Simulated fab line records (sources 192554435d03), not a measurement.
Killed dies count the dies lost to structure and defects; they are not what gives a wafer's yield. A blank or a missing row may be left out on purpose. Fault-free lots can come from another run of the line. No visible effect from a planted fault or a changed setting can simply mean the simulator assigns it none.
8D (eight disciplines) problem report, filled in by code :: flow n5_finfet :: the parts of the form that need people (team, actions taken, sign-off) are left out

== 1. PROBLEM STATEMENT ==
Mean of spin_speed_rpm at N5_BEOL_M4_COAT_68: 1287.7 rpm across 6 wafers in 2 lots; on wafers with no fault it is 1500.0 rpm (standard deviation 0.92). So: -99 or more standard deviations from the usual mean.
The step: time 60 s, resist thk 12 nm.
The first sign was on wafer L261.2 at day 9 03:08, on litho_track-05. The record has a number at this step for 27 wafers belonging to 9 lots. The rule behind "out" and "out of limits": a value lying over 4 standard deviations away from the usual mean. The other wafers with a number count as sound.

== 2. WHAT THIS IS AND IS NOT ==
question: which readings at this step
is: spin_speed_rpm
is not: -

question: which lots
is: L261, L266
is not: L257, L260, L268, L269, L275, L276, L277

question: which wafers of those lots
is: all that have a number
is not: -

question: read on which tools
is: litho_track-05
is not: litho_track-02, litho_track-04

question: when
is: from day 9 03:08
is not: up to then (6 sound wafers); but 15 sound wafers of L268, L269, L275, L276, L277 came after

== 3. WHAT RULES OUT EACH SUSPECT ==
Counting: a tool at a process step up to the reading stays a suspect if it ran every lot that is out and no sound lot after the first of them.
- litho_track-05 at N5_BEOL_M4_COAT_68 (time 60 s, resist thk 12 nm): ruled out as a lasting fault. The sound lots L276 went through it after L261, its earliest lot that is out (day 9 03:08).
Left after counting: nothing in the record.

== 4. THE CAUSE (what the simulator had put in) ==
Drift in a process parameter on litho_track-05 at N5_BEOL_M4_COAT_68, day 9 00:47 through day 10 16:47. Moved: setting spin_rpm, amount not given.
Counting ruled it out, wrongly.

== 5. SEQUENCE OF EFFECTS, ordered by route ==
Each row: a reading where the mean over the struck wafers with a number is more than 3 standard deviations away from the usual. Only readings whose record carries a usual standard deviation are examined. hours: median over the lots of the time between each lot's start at the first step of this table that gives one and its start at this step. sigmas: the change, counted in usual standard deviations.
hours: 0
step: N5_BEOL_M4_COAT_68
reading: spin_speed_rpm
usual: 1500.0 rpm
on struck wafers: 1287.7
change: -212.3
sigmas: -99 or more
Here are the process steps it includes:
- N5_BEOL_M4_COAT_68: time 60 s, resist thk 12 nm.
Later steps that measure or inspect, where all struck wafers having a row at the step show a number for every such reading and not one has moved that far: N5_BEOL_M4_CD_MEAS_28, N5_BEOL_M4_RC_MEAS_101.

== 6. WHAT WOULD HAVE CAUGHT IT SOONER ==
2 hours passed between the start of the fault at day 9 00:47 and the first reading out of limits in this record, taken at day 9 03:08.
